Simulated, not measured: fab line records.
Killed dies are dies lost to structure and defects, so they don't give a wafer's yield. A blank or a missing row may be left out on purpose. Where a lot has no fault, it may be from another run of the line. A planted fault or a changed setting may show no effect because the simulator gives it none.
8D (eight disciplines) problem report, filled in by code + flow nandHarc + the parts of the form that need people (team, actions taken, sign-off) are left out

1. THE PROBLEM
Mean of killedDies at NHARC_END_SORT_01: 677 across 4 wafers in 2 lots; on wafers with no fault it is 66 (standard deviation 23). That puts it +27 standard deviations away from the usual mean.
Earliest sighting: wafer L884.3 on prober-02 at day 32 07:38. At this step, 6 wafers from 2 lots have a number in the record. The rule behind "out" and "out of limits": a value lying over 4 standard deviations away from the usual mean. All remaining wafers that have a number are taken as sound.

2. WHAT IT IS, AND WHAT IT ISN'T
| question                    | is                             | is not                                                           |
|-----------------------------|--------------------------------|------------------------------------------------------------------|
| which readings at this step | killedDies, killedAtArray      | killedAtOther, killedAtPeriphery, killedOpen, killedShort        |
| which lots                  | L884, L885                     | -                                                                |
| which wafers of those lots  | L884.3, L884.6, L885.1, L885.3 | L884.2, L885.2                                                   |
| read on which gauges        | prober-01, prober-02           | -                                                                |
| when                        | from day 32 07:38              | up to then (1 sound wafer); but 1 sound wafer of L885 came after |

3. SUSPECTS, AND WHAT RULES EACH OUT
Counting: if a tool at a process step up to the reading ran every lot that is out, it stays a suspect. Sound lots after the first of them don't rule it out here, since some wafers of a struck lot are sound.
- the gauge at NHARC_END_SORT_01 has been ruled out. Those wafers that are out were read across 2 gauges (prober-01, prober-02).
- aclDep-01 at NHARC_A_SLIT_DEP_00 (deposits aC, target thk 6200 nm): kept. It ran every lot that is out, first L884 (day 27 07:07).
After counting, what remains is aclDep-01 at NHARC_A_SLIT_DEP_00.

4. THE CAUSE (what the simulator had put in)
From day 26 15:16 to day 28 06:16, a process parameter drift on aclDep-01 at NHARC_A_SLIT_DEP_00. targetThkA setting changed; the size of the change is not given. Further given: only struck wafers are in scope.
Counting left only this tool.

5. SEQUENCE OF EFFECTS, ordered by route
Each row: a reading whose mean over the struck wafers that have a number lies more than 3 standard deviations from the usual. Only readings whose record carries a usual standard deviation are examined. hours: median over the lots of the time between each lot's start at the first step of this table that gives one and its start at this step. sigmas: the change, counted in usual standard deviations.
| hours | step              | reading       | usual | on struck wafers | change | sigmas |
|-------|-------------------|---------------|-------|------------------|--------|--------|
| 0     | NHARC_END_SORT_01 | killedAtArray | 61    | 672              | +610   | +25    |
| 0     | NHARC_END_SORT_01 | killedDies    | 66    | 677              | +611   | +27    |

6. HOW IT WOULD HAVE BEEN CAUGHT EARLIER
136 hours passed between the start of the fault at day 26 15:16 and the first reading out of limits at a measuring or inspecting step in this record, taken at day 32 07:38.
Tool readings at NHARC_A_SLIT_DEP_00 with a usual standard deviation given in the record: none out on any struck wafer, hence no alarm at a limit of 4 standard deviations on them.
The start of NHARC_A_SLIT_DEP_00 on aclDep-01 came by day 32 07:38 for every one of the lots that are out (2). None of them would have been spared by holding the tool at that moment.
